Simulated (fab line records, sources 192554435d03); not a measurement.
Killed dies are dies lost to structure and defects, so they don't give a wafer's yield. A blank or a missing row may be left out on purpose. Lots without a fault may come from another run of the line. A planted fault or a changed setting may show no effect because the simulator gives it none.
Chamber matching | flow n5_finfet | N5_BEOL_M14_STRIP_37 on rie_diel-05: 4 sister chambers
The step strips in O2. 4 wafers are shown with their chamber, then 11 later ones without.

WAFERS WITH THEIR CHAMBER
wafer  | chamber | drypump_motor_current_A (A)
L086.5 | 0       | 5.1
L091.1 | 1       | 6.0
L091.4 | 2       | 5.1
L091.6 | 3       | 5.8

WAFERS WITHOUT THEIR CHAMBER
wafer  | drypump_motor_current_A (A)
L089.2 | 6.0
L089.3 | 5.1
L089.6 | 5.1
L092.3 | 5.1
L092.4 | 6.0
L092.6 | 5.2
L095.2 | 5.7
L095.5 | 6.0
L095.6 | 5.1
L097.1 | 5.1
L097.2 | 6.0

WHICH CHAMBER EACH WENT THROUGH
wafer  | from the rows above     | in truth
L089.2 | 1                       | 1
L089.3 | can't be placed: 0 or 2 | 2
L089.6 | can't be placed: 0 or 2 | 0
L092.3 | can't be placed: 0 or 2 | 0
L092.4 | 1                       | 1
L092.6 | can't be placed: 0 or 2 | 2
L095.2 | 3                       | 3
L095.5 | 1                       | 1
L095.6 | can't be placed: 0 or 2 | 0
L097.1 | can't be placed: 0 or 2 | 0
L097.2 | 1                       | 1
Placed correctly: 5 of 11. Can't be placed from these rows: 6 (the true chamber is among the candidates in 6). Placed wrongly: 0.
How it was worked out, from the rows above alone: a wafer's distance from a chamber is the root of the sum, over the readings, of the square of ((its reading less the chamber's mean) divided by the reading's scatter). The wafer belongs to the nearest chamber; if the next one is less than 2 further off, it can't be placed. A chamber's mean is the mean of its shown wafers. The scatter: with one shown wafer a chamber, the root of the mean of the squares of how far each hidden wafer lies from its nearest shown one.
